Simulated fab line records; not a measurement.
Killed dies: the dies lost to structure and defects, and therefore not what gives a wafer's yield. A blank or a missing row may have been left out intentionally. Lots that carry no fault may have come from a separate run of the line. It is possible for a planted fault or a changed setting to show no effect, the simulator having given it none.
Chamber matching | flow n5_finfet | rie_diel-04 running N5_HKMG_FIN_ETCH_58: 4 sister chambers
The step etches SOC in N2/H2, target depth 215.8 nm, time 741 s. 4 wafers are shown with their chamber, then 11 later ones without.

## WAFERS WITH THEIR CHAMBER
wafer  | chamber | showerhead_plenum_p_Torr (Torr)
L084.3 | 1       | 2.49
L084.5 | 3       | 2.47
L084.6 | 2       | 2.52
L086.1 | 0       | 2.45

## WAFERS WITH NO CHAMBER GIVEN
wafer  | showerhead_plenum_p_Torr (Torr)
L086.3 | 2.52
L086.4 | 2.46
L088.2 | 2.49
L088.5 | 2.52
L088.6 | 2.49
L090.1 | 2.49
L090.2 | 2.51
L090.3 | 2.46
L097.2 | 2.45
L097.3 | 2.51
L097.6 | 2.45

## EACH ONE'S CHAMBER
wafer  | from the rows above     | in truth
L086.3 | 2                       | 2
L086.4 | can't be placed: 0 or 3 | 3
L088.2 | 1                       | 1
L088.5 | 2                       | 2
L088.6 | 1                       | 1
L090.1 | 1                       | 1
L090.2 | can't be placed: 2 or 1 | 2
L090.3 | can't be placed: 0 or 3 | 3
L097.2 | 0                       | 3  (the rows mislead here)
L097.3 | can't be placed: 2 or 1 | 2
L097.6 | 0                       | 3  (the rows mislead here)
Correctly placed: 5 of 11. From these rows, 4 cannot be placed; in 4 the true chamber is one of the candidates. 2 placed wrongly.
How it was worked out, from the rows above alone: a wafer's distance from a chamber is the root of the sum, over the readings, of the square of ((its reading less the chamber's mean) divided by the reading's scatter). If the next closest chamber is less than 2 further off than the closest, the wafer can't be placed; otherwise it belongs to the closest. Each chamber's mean is taken over the wafers shown for it. The scatter: root of mean squared gap, hidden wafer to nearest shown wafer, with one shown wafer a chamber.
